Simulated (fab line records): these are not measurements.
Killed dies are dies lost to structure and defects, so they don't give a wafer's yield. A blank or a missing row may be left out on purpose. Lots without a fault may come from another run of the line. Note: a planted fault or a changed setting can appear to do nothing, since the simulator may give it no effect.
Chamber matching | flow nand-harc | NHARC_P_M1_CMP_23 on cmp-01 has 4 sister chambers
The step polishes, t overpolish 20 s, target thk 157.82 nm. 4 wafers are shown with their chamber, then 8 later ones without.

## WAFERS, EACH WITH ITS CHAMBER
wafer  | chamber | motor-current-A (A)
L082.1 | 0       | 12.9
L086.3 | 3       | 12.2
L086.4 | 1       | 13.8
L087.2 | 2       | 12.5

## WAFERS WITHOUT THEIR CHAMBER
wafer  | motor-current-A (A)
L087.4 | 12.7
L087.5 | 12.3
L095.1 | 13.8
L095.2 | 13.2
L095.5 | 12.2
L096.1 | 13.3
L096.2 | 13.0
L096.3 | 13.1

## WHICH CHAMBER EACH ONE RAN IN
wafer  | from the rows above          | in truth
L087.4 | can't be placed: 2 or 0 or 3 | 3
L087.5 | can't be placed: 3 or 2      | 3
L095.1 | 1                            | 1
L095.2 | can't be placed: 0 or 1 or 2 | 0
L095.5 | can't be placed: 3 or 2      | 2
L096.1 | can't be placed: 0 or 1 or 2 | 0
L096.2 | can't be placed: 0 or 2      | 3
L096.3 | can't be placed: 0 or 2      | 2
Correct placement for 1 of the 8. These rows do not allow placing 7 (true chamber among the candidates in 6). Wrongly placed: 0.
How it was worked out, from the rows above alone: a wafer's distance from a chamber is the root of the sum, over the readings, of the square of ((its reading less the chamber's mean) divided by the reading's scatter). The wafer belongs to the nearest chamber; if the next one is less than 2 further off, it can't be placed. The mean given for a chamber averages the wafers shown for that chamber. The scatter: root of mean squared gap, hidden wafer to nearest shown wafer, with one shown wafer a chamber.
